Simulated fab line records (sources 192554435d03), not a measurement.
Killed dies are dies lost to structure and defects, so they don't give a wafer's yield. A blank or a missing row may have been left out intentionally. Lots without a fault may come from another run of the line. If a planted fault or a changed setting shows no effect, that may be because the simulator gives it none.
Split-lot trial -- flow n5 finfet -- 7 lots, 21 wafers read, on a route of 1938 steps

THE SPLIT ITSELF
At N5_BEOL_M9_EXPOSE_08 (exposes mask M9), the setting dose mj was moved away from the recipe's 53.75 on 6 of the 21 wafers read, by -2.3% to +4.2%. This setting was run at the recipe's value on the other wafers.

FROM THE SPLIT TO THE READING: what the file shows between them, 15 steps
- N5_BEOL_M9_PEB_09: peb time 60 s
- N5_BEOL_M9_DEVELOP_10: develop time 30 s
- N5_BEOL_M9_CD_MEAS_11: target cd 64.1 nm
- N5_BEOL_M9_DESCUM_16: chemistry O2, time 7.9 s
- N5_BEOL_M9_ETCH_61: etches SiARC in CF4, target depth 39 nm, time 65 s
- N5_BEOL_M9_ETCH_62: etches SOC in N2/H2, target depth 110 nm, overetch 22 nm, time 165 s (also split here: time s)
- N5_BEOL_M9_STRIP_68: strips in N2/H2
- N5_BEOL_M9_STRIP_67: strips in CF4
- N5_BEOL_M9_HM_OPEN_17: chemistry Cl2/BCl3, target TiN, target depth 20 nm, overetch 6 nm
- N5_BEOL_M9_STRIP_19: strips in O2
- N5_BEOL_M9_CD_MEAS_18: pitch 140 nm, target cd 70 nm
- N5_BEOL_M9_COAT_63: time 60 s, resist thk 60 nm
- N5_BEOL_M9_COAT_64: time 60 s, resist thk 12 nm
- N5_BEOL_M9_PRECLEAN_42: cleans in residue remover, time 60 s
- N5_BEOL_M9_SRD_43: time 30 s

THE READING
cd nm, in nm, at N5_BEOL_M9_CD_MEAS_35 (target cd 70 nm, target cd y 40 nm). Typical for fault-free wafers on this fab line: 69.8 nm, with standard deviation 0.56 nm.

wafer,"tool, chamber at the split",dose mj as run,against the recipe,"cd nm, nm",against lot-mates on the recipe
L078.1,"arfi scanner-02, 0",53.75,recipe,69.8,-
L078.3,"arfi scanner-02, 0",53.75,recipe,70.8,-
L078.6,"arfi scanner-02, 0",55.83,+3.9%,72.4,+2.1
L079.1,"arfi scanner-02, 0",52.51,-2.3%,68.7,-0.5
L079.3,"arfi scanner-02, 0",53.75,recipe,69.3,-
L079.6,"arfi scanner-02, 0",53.75,recipe,69.1,-
L081.3,"arfi scanner-03, 0",55.99,+4.2%,72.1,+2.2
L081.5,"arfi scanner-03, 0",53.75,recipe,69.9,-
L081.6,"arfi scanner-03, 0",55.99,+4.2%,71.8,+1.9
L088.1,"arfi scanner-03, 0",53.75,recipe,69.2,-
L088.3,"arfi scanner-03, 0",53.75,recipe,69.1,-
L088.4,"arfi scanner-03, 0",53.75,recipe,69.7,-
L090.2,"arfi scanner-01, 0",53.75,recipe,70.6,-
L090.4,"arfi scanner-01, 0",53.75,recipe,71.0,-
L090.5,"arfi scanner-01, 0",53.75,recipe,70.9,-
L092.1,"arfi scanner-01, 0",53.75,recipe,69.1,-
L092.3,"arfi scanner-01, 0",54.82,+2.0%,70.3,+1.4
L092.5,"arfi scanner-01, 0",53.75,recipe,68.8,-
L095.1,"arfi scanner-03, 0",55.77,+3.8%,72.1,+2.0
L095.3,"arfi scanner-03, 0",53.75,recipe,70.5,-
L095.6,"arfi scanner-03, 0",53.75,recipe,69.6,-

FIT RESULTS
A straight line over all 21 wafers: cd nm changes by +0.544 nm for each +1% of dose mj; r = +0.82; the points scatter about the line by 0.67 nm.
The same after taking each lot's own level away (the mean of its wafers on the recipe; 21 wafers): +0.488 nm for each +1%; r = +0.94; scatter 0.31 nm.
Per that fit: largest dose mj move, reading shift of 2 nm.
The span of the lots' own levels, 68.95 to 70.83 nm, comes to 3.4 times the standard deviation stated above.
So the slope is not independent of the lot-to-lot level: the two fits are not the same.
Check: for one of the wafers moved furthest among these (+4.2%), held out of the fit, the line's prediction against its lot-mates is +2.07 nm. Against them it came out at +2.2 nm.

OTHER SPLITS ON THESE WAFERS
Before the reading, these wafers also passed through other splits. Each is held against what the fit with the lots' levels taken away leaves over:
other split on the same wafers,wafers away from the commonest value,r with cd nm (lot level and that fit taken away)
N5_BEOL_M9_ETCH_62 time s,6,+0.29

THE WHOLE CHAIN: every reading that the file lists as answering this split, in the file's order
step,what it does,reading,change (the file's fit),r (the file's)
N5_BEOL_M9_CD_MEAS_11,target cd 64.1 nm,cd nm,+0.497 nm for each +1% of the setting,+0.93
N5_BEOL_M9_ETCH_61,"etches SiARC in CF4, target depth 39 nm, time 65 s","BEOL_M9.cd offset nm (the simulator's own value, which no gauge read)",+0.582 nm for each +1% of the setting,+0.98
N5_BEOL_M9_ETCH_62,"etches SOC in N2/H2, target depth 110 nm, overetch 22 nm, time 165 s","BEOL_M9.cd offset nm (the simulator's own value, which no gauge read)",+0.547 nm for each +1% of the setting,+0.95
N5_BEOL_M9_HM_OPEN_17,"chemistry Cl2/BCl3, target TiN, target depth 20 nm, overetch 6 nm","BEOL_M9.cd offset nm (the simulator's own value, which no gauge read)",+0.534 nm for each +1% of the setting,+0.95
N5_BEOL_M9_CD_MEAS_18,"pitch 140 nm, target cd 70 nm",cd nm,+0.522 nm for each +1% of the setting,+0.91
N5_BEOL_M9_CD_MEAS_35,"target cd 70 nm, target cd y 40 nm",cd nm,+0.513 nm for each +1% of the setting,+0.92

THE FILE'S OWN FIT
cd nm changes by +0.513 nm for each +1% of dose mj, r = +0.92.
